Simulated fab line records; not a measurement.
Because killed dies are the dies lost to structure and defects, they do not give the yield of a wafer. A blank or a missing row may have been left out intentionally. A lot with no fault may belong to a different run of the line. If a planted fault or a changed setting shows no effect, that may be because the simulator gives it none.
Chamber matching    flow n5_finfet    N5_FIN_CUT_ETCH_20 on rie_diel-02 has 4 sister chambers
The step etches SiARC in CF4, target depth 26 nm, time 43.3 s. 16 wafers are shown with their chamber, then 8 later ones without.

== WAFERS WITH THEIR CHAMBER ==
wafer   chamber  showerhead_plenum_p_Torr (Torr)  throttle_valve_pct (%)  oes_product_au (a.u.)
L074.1  2        2.21                             15.61                   0.62
L074.4  1        2.27                             15.41                   0.73
L074.6  2        2.21                             15.61                   0.63
L078.2  3        2.09                             15.77                   0.74
L078.4  2        2.21                             15.62                   0.62
L078.5  0        2.02                             15.95                   0.62
L081.3  3        2.09                             15.75                   0.74
L081.5  0        2.02                             15.97                   0.61
L081.6  3        2.09                             15.75                   0.74
L086.2  1        2.26                             15.44                   0.72
L086.3  0        2.02                             15.99                   0.62
L086.4  1        2.26                             15.47                   0.71
L089.1  3        2.09                             15.79                   0.72
L089.2  0        2.02                             16.00                   0.61
L089.4  2        2.21                             15.64                   0.61
L090.3  1        2.26                             15.47                   0.70

SIGNATURES, as means of the wafers listed above
reading                   chamber 0  chamber 1  chamber 2  chamber 3  scatter within a chamber
showerhead_plenum_p_Torr  2.0200     2.2625     2.2100     2.0900     0.0025
throttle_valve_pct        15.9775    15.4475    15.6200    15.7650    0.0217
oes_product_au            0.6150     0.7150     0.6200     0.7350     0.00957
Rule: a wafer's distance from a chamber is the root of the sum, over the readings, of the square of ((its reading less the chamber's mean) divided by the reading's scatter). The wafer belongs to the nearest chamber; if the next one is less than 2 further off, it can't be placed. The scatter is the square root of a quotient: the sum, over the shown wafers, of each reading's squared deviation from its chamber's mean, divided by wafers minus chambers.

== WAFERS MISSING THEIR CHAMBER ==
wafer   showerhead_plenum_p_Torr (Torr)  throttle_valve_pct (%)  oes_product_au (a.u.)
L090.4  2.21                             15.63                   0.61
L090.6  2.26                             15.45                   0.70
L094.2  2.26                             15.47                   0.70
L094.3  2.08                             15.81                   0.71
L094.4  2.02                             16.00                   0.60
L096.1  2.02                             16.02                   0.60
L096.2  2.20                             15.65                   0.60
L096.5  2.26                             15.49                   0.69

== EACH ONE'S CHAMBER ==
wafer   from the rows above  in truth
L090.4  2                    2
L090.6  1                    1
L094.2  1                    1
L094.3  3                    3
L094.4  0                    0
L096.1  0                    0
L096.2  2                    2
L096.5  1                    1
8 of 8 placed correctly. Number that these rows cannot place: 0. Placed wrongly: 0.
